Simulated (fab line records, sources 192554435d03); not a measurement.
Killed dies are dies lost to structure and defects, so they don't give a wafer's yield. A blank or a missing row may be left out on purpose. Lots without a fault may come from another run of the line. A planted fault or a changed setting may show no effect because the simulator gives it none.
fab line records | flow n5_finfet
record lots=4 wafers=12 last_day=18
route steps=1938 shown FIN_SAQP@120 FIN_CUT@154 BEOL_M4@1111 PASSIVATION@1936
lots that met no fault: from a run of the same line without faults
start_h: hours from the record's first day to the start of the lot's first wafer shown | wait_h: hours since the lot's step before | " the same as in the row above | L1.1+2: a row that stands for several wafers | - no value, or no start given | * or withheld: withheld | < > ~ a bound
route shown NAME@n: a module of which the file shows steps, and the number in the route of the first | usual: mean/standard deviation of fault-free wafers | same: alike in all rows | chamber/n: place in a boat | sites: the reading at each site | _std_site: their standard deviation | _edge_site: outer sites' mean less inner sites' | radius_mm: how far each site lies from the wafer's centre | mask NAME#n: copy n | behind: the tool/chamber that last shaped the wafer | hold: why the lot was held/for how many hours/how that ended | device: the transistor (n, p or np) that didn't switch | end of line: the same wafers' tests at the end of the route | a step without rows: its recipe alone | killed: dies lost to structure and defects at the first sort, not the wafer's yield | map: a wafer's dies, x killed, . not, _ none there
set.NAME: the setting as run; set.NAME@STEP: as run at that earlier step | model.NAME: the simulator's own value behind a step, which no gauge read
lots at some steps of the route; a table a step, a row a wafer
## steps
# step N5_FIN_SAQP_MANDREL_ETCH_22
# recipe target_depth_a=600 chemistry=HBr/Cl2 target=a-Si stop_on=SiNx bt_time_s=10 over_etch_frac=0.5 time_s=30 pressure_mtorr=10 icp_w=800 bias_w=75 HBr_flow_sccm=150 Cl2_flow_sccm=80 ends=end_point
# step N5_FIN_SAQP_STRIP_55
# recipe chemistry=N2/H2 power_w=500 temp_c=40 pressure_mtorr=50 rf_frequency_hz=6e+07 overash_fraction=0.3 bias_power_w=28 h2_frac=0.5 n2_flow_sccm=300 h2_flow_sccm=300
# step N5_FIN_SAQP_STRIP_23
# recipe chemistry=SPM time_s=750 temp_c=130 h2so4_h2o2_vol_ratio=4
# step N5_FIN_SAQP_SRD_66
# recipe dry=ipa_marangoni time_s=30 temp_c=23 rinse_liquid=diw
# step N5_FIN_SAQP_RECESS_75
# recipe chemistry=HF/NH3 target=SiO2 target_depth_a=144 afs_cycles=3 temp_c=30 sublimation_temp_c=180 sublimation_time_s=60
# step N5_FIN_SAQP_SPACER1_ALD_24
# recipe material=SiO2 target_thk_a=203 temp_c=300 ald_precursor_family=BDEAS ald_co_reactant=O2-plasma pulse_time_s=1 purge_time_s=2 co_reactant_purge_time_s=2 ald_cycles=218 pressure_torr=2
# step N5_FIN_SAQP_SPACER1_ETCHBACK_25
# recipe chemistry=CHF3/O2 mode=anisotropic_etchback target=SiO2 target_depth_a=244 time_s=12.2 pressure_mtorr=30 source_w=650 bias_w=170 Ar_flow_sccm=200 CHF3_flow_sccm=50 O2_flow_sccm=5 ion_energy_ev=200
# step N5_FIN_SAQP_MANDREL1_REMOVE_56
# recipe chemistry=HBr/Cl2/O2 bt_time_s=10 target=a-Si stop_on=SiNx endpoint=OES-SiCl over_etch_frac=1 icp_w=600 bias_w=22 HBr_flow_sccm=150 Cl2_flow_sccm=80 O2_flow_sccm=5 pressure_mtorr=10
# step N5_FIN_SAQP_ETCH_57
# recipe chemistry=CH3F/O2 target=SiNx mask_material=SiO2 target_depth_a=325 time_s=46.4 pressure_mtorr=30 source_w=395 bias_w=73 Ar_flow_sccm=150 CH3F_flow_sccm=30 O2_flow_sccm=20 ion_energy_ev=120 ends=cleared
# step N5_FIN_SAQP_ETCH_65
# recipe chemistry=CF4 target=SiO2 target_depth_a=40 ion_energy_ev=350 time_s=4.4 pressure_mtorr=10 icp_w=800 bias_w=400 cf4_flow_sccm=80
# step N5_FIN_SAQP_MANDREL_ETCH_58
# recipe chemistry=HBr/Cl2 target=a-Si target_depth_a=450 bt_time_s=10 stop_on=SiNx mask_material=SiO2 over_etch_frac=0.8 time_s=27 pressure_mtorr=10 icp_w=800 bias_w=75 HBr_flow_sccm=150 Cl2_flow_sccm=80 ends=end_point
# step N5_FIN_SAQP_RECESS_63
# recipe chemistry=HF/NH3 target=SiO2 target_depth_a=180 afs_cycles=3 temp_c=30 sublimation_temp_c=180 sublimation_time_s=60
# usual drypump_motor_current_A=5.89/0.18 foreline_p_Torr=0.1280/0.0004 temp_c=29.99/0.11
# same sublimation_time_s=60
# columns lot.wafer tool chamber start_h wait_h drypump_motor_current_A foreline_p_Torr temp_c
L788.3 vapor_etch-02 1 41.74 0.2 5.95 0.1277 30.04
L788.4 " 0 " " 5.65 0.1277 29.88
L788.6 " 0 " " 5.65 0.1281 30.14
L794.2 vapor_etch-02 0 80.34 0.1 5.68 0.1282 29.85
L794.3 " 1 " " 5.95 0.1270 29.96
L794.5 " 0 " " 5.67 0.1281 30.08
L799.1 vapor_etch-02 1 107.99 0.1 5.95 0.1287 29.91
L799.3 " 0 " " 5.68 0.1277 29.97
L799.6 " 0 " " 5.68 0.1275 29.83
L800.1 vapor_etch-02 1 114.48 0.1 5.96 0.1276 29.91
L800.3 " 1 " " 5.96 0.1282 29.82
L800.6 " 0 " " 5.68 0.1276 30.27
# step N5_FIN_SAQP_COAT_68
# recipe resist=SOC temp_c=250 time_s=60 spin_rpm=1500 resist_thk_nm=100
# step N5_FIN_SAQP_ETCH_69
# recipe chemistry=N2/H2 target=SOC target_depth_a=1500 stop_on=SiNx ion_energy_ev=100 bias_w=61 pressure_mtorr=30 source_w=850 n2_flow_sccm=200 h2_flow_sccm=200
# step N5_FIN_SAQP_ETCH_67
# recipe chemistry=CH3F/O2 target=SiNx target_depth_a=300 mask_material=SOC pressure_mtorr=30 source_w=395 bias_w=73 Ar_flow_sccm=150 CH3F_flow_sccm=30 O2_flow_sccm=20 ion_energy_ev=120
# step N5_FIN_SAQP_STRIP_70
# recipe chemistry=N2/H2 power_w=500 temp_c=40 pressure_mtorr=50 rf_frequency_hz=6e+07 overash_fraction=0.3 bias_power_w=28 h2_frac=0.5 n2_flow_sccm=300 h2_flow_sccm=300
# step N5_FIN_SAQP_RECESS_71
# recipe chemistry=HF/NH3 target=SiO2 target_depth_a=30 afs_cycles=1 temp_c=30 sublimation_temp_c=180 sublimation_time_s=60
# step N5_FIN_SAQP_SPACER2_ALD_28
# recipe material=SiO2 target_thk_a=81 temp_c=300 ald_precursor_family=BDEAS ald_co_reactant=O2-plasma pulse_time_s=1 purge_time_s=2 co_reactant_purge_time_s=2 pressure_torr=2
# step N5_FIN_SAQP_SPACER2_ETCHBACK_29
# recipe chemistry=CHF3/O2 mode=anisotropic_etchback target=SiO2 target_depth_a=122 time_s=6.1 pressure_mtorr=30 source_w=650 bias_w=170 Ar_flow_sccm=200 CHF3_flow_sccm=50 O2_flow_sccm=5 ion_energy_ev=200
# step N5_FIN_SAQP_MANDREL2_REMOVE_60
# recipe chemistry=HBr/Cl2/O2 bt_time_s=10 target=a-Si stop_on=SiNx endpoint=OES-SiCl over_etch_frac=1 icp_w=600 bias_w=22 HBr_flow_sccm=150 Cl2_flow_sccm=80 O2_flow_sccm=5 pressure_mtorr=10
# step N5_FIN_SAQP_HM_OPEN_33
# recipe chemistry=CH3F/O2 target=SiNx mask_material=SiO2 target_depth_a=494 time_s=70.6 pressure_mtorr=30 source_w=395 bias_w=73 Ar_flow_sccm=150 CH3F_flow_sccm=30 O2_flow_sccm=20 ion_energy_ev=120 ends=cleared
# step N5_FIN_SAQP_ETCH_34
# recipe chemistry=C4F6/O2 target=SiO2 target_depth_a=450 time_s=15 ion_energy_ev=250 pressure_mtorr=30 source_w=345 bias_w=185 Ar_flow_sccm=300 C4F6_flow_sccm=10 O2_flow_sccm=10 ends=cleared
# step N5_FIN_SAQP_STRIP_77
# recipe chemistry=N2/H2 time_s=90 power_w=100 temp_c=40 pressure_mtorr=100 rf_frequency_hz=6e+07 bias_power_w=3 n2_flow_sccm=300 h2_flow_sccm=300
# step N5_FIN_SAQP_ETCH_64
# recipe chemistry=CF4 target=SiO2 target_depth_a=15 ion_energy_ev=350 pressure_mtorr=10 icp_w=800 bias_w=400 cf4_flow_sccm=80
# step N5_FIN_SAQP_FIN_ETCH_36
# recipe chemistry=HBr/Cl2/O2 target_depth_a=1200 mask_material=SiNx time_s=50.4 bias_w=102 pressure_mtorr=10 icp_w=800 HBr_flow_sccm=150 Cl2_flow_sccm=80 O2_flow_sccm=12
# step N5_FIN_SAQP_PRECLEAN_38
# recipe chemistry=O3/DIW time_s=45 temp_c=22 o3_ppm=10
# step N5_FIN_SAQP_PRECLEAN_45
# recipe chemistry=dHF time_s=10 dilution=500:1 temp_c=25
# step N5_FIN_SAQP_SRD_39
# recipe dry=ipa_marangoni time_s=30 temp_c=23 rinse_liquid=diw
# step N5_FIN_SAQP_INSPECT_40
# recipe inspect_instrument=brightfield mode=aei
# usual raw_defect_count=222/64
# columns lot.wafer tool chamber start_h wait_h raw_defect_count
L788.3 defect_inspect-01 - 44.22 0.0 153
L788.4 " - " " 115
L788.6 " - " " 102
L794.2 defect_inspect-01 - 82.26 0.0 260
L794.3 " - " " 237
L794.5 " - " " 191
L799.1 defect_inspect-02 - 109.89 0.0 979
L799.3 " - " " 200
L799.6 " - " " 274
L800.1 defect_inspect-02 - 116.38 0.0 938
L800.3 " - " " 950
L800.6 " - " " 269
# step N5_FIN_CUT_COAT_18
# recipe resist=SOC temp_c=250 time_s=60 spin_rpm=1500 resist_thk_nm=230
# step N5_FIN_CUT_COAT_19
# recipe resist=SiARC temp_c=220 time_s=60 spin_rpm=1500 resist_thk_nm=20
# step N5_FIN_CUT_COAT_29
# recipe resist=underlayer temp_c=205 time_s=60 spin_rpm=1500 resist_thk_nm=10
# step N5_FIN_CUT_COAT_02
# recipe resist=CAR-EUV spin_rpm=1500 resist_thk_nm=30
# step N5_FIN_CUT_EBR_04
# recipe solvent=PGMEA ebr_width_mm=1.5
# step N5_FIN_CUT_SOFTBAKE_03
# recipe temp_c=110 time_s=60 resist=CAR-EUV
# step N5_FIN_CUT_EXPOSE_05
# recipe mask_id=FIN_CUT na=0.33 source_shape=annular sigma_inner=0.35 sigma_outer=0.8 polarization=unpolarized dose_mj=45.75
# step N5_FIN_CUT_PEB_06
# recipe peb_temp_c=100 peb_time_s=60 resist=CAR-EUV
# step N5_FIN_CUT_INSPECT_10
# recipe mode=adi inspect_instrument=brightfield
# usual raw_defect_count=42/11
# columns lot.wafer tool chamber start_h wait_h raw_defect_count
L788.3 defect_inspect-02 - 44.61 0.0 38
L788.4 " - " " 25
L788.6 " - " " 27
L794.2 defect_inspect-02 - 82.66 0.1 42
L794.3 " - " " 40
L794.5 " - " " 46
L799.1 defect_inspect-01 - 110.28 0.1 828
L799.3 " - " " 34
L799.6 " - " " 53
L800.1 defect_inspect-01 - 116.77 0.1 824
L800.3 " - " " 796
L800.6 " - " " 47
# step N5_FIN_CUT_INSPECT_17
# recipe inspect_instrument=brightfield mode=aei
# usual raw_defect_count=224/64
# columns lot.wafer tool chamber start_h wait_h raw_defect_count
L788.3 defect_inspect-02 - 45.73 0.0 145
L788.4 " - " " 109
L788.6 " - " " 112
L794.2 defect_inspect-01 - 83.85 0.0 294
L794.3 " - " " 237
L794.5 " - " " 201
L799.1 defect_inspect-02 - 111.49 0.0 994
L799.3 " - " " 198
L799.6 " - " " 268
L800.1 defect_inspect-02 - 117.79 0.0 966
L800.3 " - " " 958
L800.6 " - " " 276
# step N5_BEOL_M4_RC_MEAS_101
# usual DIBL_N=36.5/1.2 DIBL_P=36.5/1.6 IOFF_N=0.162/0.023 IOFF_P=0.221/0.03 ION_N=678/8 ION_P=466/6.3 SS_N=71.6/0.46 SS_P=73.3/0.57 VT_N=249.2/2.6 VT_P=-249/3.3
# columns lot.wafer tool chamber start_h wait_h DIBL_N[mV/V] DIBL_P[mV/V] IOFF_N[nA/um] IOFF_P[nA/um] ION_N[uA/um] ION_P[uA/um] SS_N[mV/dec] SS_P[mV/dec] VT_N[mV] VT_P[mV]
L788.3 prober-02 0 235.48 0.3 35.4 33.4 0.131 0.216 676 473 71.3 72.9 250.2 -246
L788.4 " 0 " " 37.0 35.5 0.156 0.242 679 471 70.9 72.6 246.5 -246
L788.6 " 0 " " 35.7 34.1 0.142 0.223 674 464 71.4 72.7 249.0 -249
L794.2 prober-02 0 265.45 0.2 35.8 33.9 0.134 0.179 674 459 70.8 72.8 249.3 -253
L794.3 " 0 " " 37.2 36.5 0.172 0.213 681 462 72.0 73.1 245.3 -249
L794.5 " 0 " " 37.3 36.1 0.162 0.206 673 461 71.6 72.7 249.4 -252
L799.1 prober-02 0 290.96 0.2 35.6 35.1 0.150 0.209 672 462 72.1 73.4 247.5 -250
L799.3 " 0 " " 35.9 36.2 0.153 0.231 677 468 71.6 73.4 248.8 -248
L799.6 " 0 " " 35.7 36.0 0.147 0.218 673 466 71.4 72.4 252.4 -247
L800.1 prober-02 0 312.30 0.0 36.4 36.1 0.158 0.201 679 463 71.0 72.4 250.3 -251
L800.3 " 0 " " 36.2 35.2 0.147 0.186 672 454 71.3 73.0 252.0 -253
L800.6 " 0 " " 36.1 35.6 0.155 0.191 670 461 71.5 72.4 247.4 -252
# step N5_PASSIVATION_PROBE_49
# usual defect_limited_yield=91.2/1.3 killed_at_M0_to_M3=34/9.2 killed_at_M4_up=14/5 killed_at_contacts=13/6.7 killed_at_front_end=39/12 killed_at_other=4/3.3 killed_dies=104/15 killed_on_rim=14/3.7 killed_open=68/12 killed_short=34/7.5 sort_bin_5_function=5.2/0.87 sort_bin_6_memory=3.3/0.63 sort_n_pass=1076/15 sort_yield_pct=91.2/1.3
# same gross_dies=1180 killed_at_back_side=0 sort_bin_4_leakage[%]=0 sort_bin_8_speed[%]=0
# columns lot.wafer tool chamber start_h wait_h defect_limited_yield[%] killed_at_M0_to_M3 killed_at_M4_up killed_at_contacts killed_at_front_end killed_at_other killed_dies killed_on_rim killed_open killed_short sort_bin_5_function[%] sort_bin_6_memory[%] sort_n_pass sort_yield_pct[%]
L794.3 prober-02 - 369.65 0.1 91.9 36 19 12 24 4 95 6 64 29 5.3 2.3 1085 91.9
L794.5 prober-02 - 369.75 0.2 90.8 38 17 11 40 3 109 14 69 39 5.6 3.2 1071 90.8
L799.1 prober-02 - 395.81 0.0 85.8 31 8 19 109 0 167 25 52 29 7.7 3.7 1013 85.8
L800.1 prober-01 - 420.31 0.0 85.5 38 11 12 109 1 171 31 61 26 9.1 3.1 1009 85.5
L800.3 prober-01 - 420.41 0.1 85.9 40 8 10 107 1 166 22 65 22 9.0 2.6 1014 85.9
# killed by level:class
L794.3 BEOL_M4:geometric_particle:open=11 MOL_CONTACT_COAG:geometric_particle:open=10 FIN_SAQP:geometric_particle:short=7 BEOL_M0_SAQP:geometric_particle:open=7 BEOL_M2:geometric_particle:open=7 BEOL_M3:geometric_particle:open=7 BEOL_M0_SAQP:geometric_particle:short=6 FIN_SAQP:geometric_particle:open=5
L794.5 FIN_SAQP:geometric_particle:open=19 BEOL_M0_SAQP:geometric_particle:short=10 FIN_SAQP:geometric_particle:short=9 MOL_CONTACT_COAG:geometric_particle:open=9 BEOL_M3:geometric_particle:open=9 BEOL_M0_SAQP:geometric_particle:open=5 BEOL_M1:geometric_particle:open=5 BEOL_M0:geometric_particle:open=4
L799.1 FIN_SAQP:unspecified=81 MOL_CONTACT_COAG:geometric_particle:open=14 BEOL_M0_SAQP:geometric_particle:short=8 FIN_SAQP:geometric_particle:short=7 BEOL_M0_SAQP:geometric_particle:open=7 FIN_SAQP:geometric_particle:open=5 BEOL_M1:geometric_particle:open=5 STI_FIN_REVEAL:geometric_particle:open=4
L800.1 FIN_SAQP:unspecified=83 BEOL_M0_SAQP:geometric_particle:open=10 STI_FIN_REVEAL:geometric_particle:open=8 MOL_CONTACT_COAG:geometric_particle:open=8 BEOL_M0_SAQP:geometric_particle:short=6 BEOL_M1:geometric_particle:open=6 BEOL_M2:geometric_particle:open=5 BEOL_M3:geometric_particle:open=5
L800.3 FIN_SAQP:unspecified=79 BEOL_M1:geometric_particle:open=15 MOL_CONTACT_COAG:geometric_particle:open=9 FIN_SAQP:geometric_particle:short=8 BEOL_M2:geometric_particle:open=7 BEOL_M3:geometric_particle:open=7 STI_FIN_REVEAL:geometric_particle:open=5 FIN_SAQP:geometric_particle:open=4
# map L799.1 (x killed, . not)
_________________............________________
______________...xx..x.........._____________
___________....................x...__________
__________................x........._________
________...x.......x.................._______
_______..x...x........x................______
______x..............x......x.x....x...._____
_____...x...x...........xx..x............____
____......................................___
___.....x.......xx.........................__
___........x.......x.....................x.__
__...x.....x....x..x.................x......_
__.x..........x............................._
_..xxx..............x..x.....................
_x....x.x.........x..........................
_xxxxx...............................x.......
_xxxx.x..............x.......x....x....x.....
_xxxxxxxx................x...............x...
_xxxxxxxxx............x..........x...........
_xxxxxxxxxx..........x.......................
_xxxxxxxx...x.......................x......xx
__xxxxxxx.x....................x.x.........x_
__xxxxxxx.x.x...........xx....x...x........._
___xxxxxxxx....................x.......x...__
___xxxxxx.......x.................xx.......__
____xx.x......x..............x............___
_____xx.................x....xx.....x....____
______.........x...........x.x.........._____
_______.............x..................______
________x.......x....................._______
__________...x......................_________
___________..............xxx.......__________
______________..........x..x...._____________
_________________............________________
# map L800.1 (x killed, . not)
_________________............________________
______________..x.....x........._____________
___________x..x.x..............x...__________
__________..................x.....x._________
________........x..x..x..............._______
_______.x................x.............______
______.................................._____
_____.........x.x...........x...........x____
____..............xx..x...x............x..___
___...............x.x....x.....x....x..x...__
___......x.........x...........x.x.........__
__..........x.x........x..............x.x..._
__x..x.....x.............x.................._
_x...........xx.......x...x..................
_x.x.x............................x.......x..
_.xxxx.......................................
_xxxxxxxxx.................x......x..........
_xxxxxxxxx..........x...........x.........x..
_xxxxxxxx.x...........x.....x...............x
_xxxxxxxx...xx..............................x
_xxxxxxxxx.........x.........................
__xxxxxxxx.................................._
__xxxxxxxx..........x......x......x...x....._
___xxxxxxx..............x..................__
___xxxxxx..............x...................__
____xx..x.x.............x.................___
_____.x.x..........x.......xxx........x..____
______.....x...x........................_____
_______...............x................______
________..........x..................._______
__________.x....................x..._________
___________........xx...x..x....x..__________
______________.x................_____________
_________________......x.....________________
## key
first_sign step=N5_FIN_SAQP_INSPECT_40 reading=raw_defect_count direction=up sigmas=11 usual=222 struck=956
effect step=N5_FIN_CUT_INSPECT_10 reading=raw_defect_count direction=up sigmas=68 usual=42 struck=816
effect step=N5_FIN_CUT_INSPECT_17 reading=raw_defect_count direction=up sigmas=12 usual=224 struck=973
effect step=N5_PASSIVATION_PROBE_49 reading=killed_at_front_end direction=up sigmas=5.7 usual=39 struck=108
more_kills_born_at N5_FIN_SAQP_RECESS_63@vapor_etch-02=242
met_at N5_FIN_SAQP_RECESS_63
struck_wafers L799.1,L800.1,L800.3
onset_between 80.34 107.99
fault kind=chamber_particle_source tool=vapor_etch-02 chamber=1 onset_h=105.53 steps=N5_FIN_SAQP_RECESS_63 rate_per_visit_cm2=1.2242 end_h=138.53
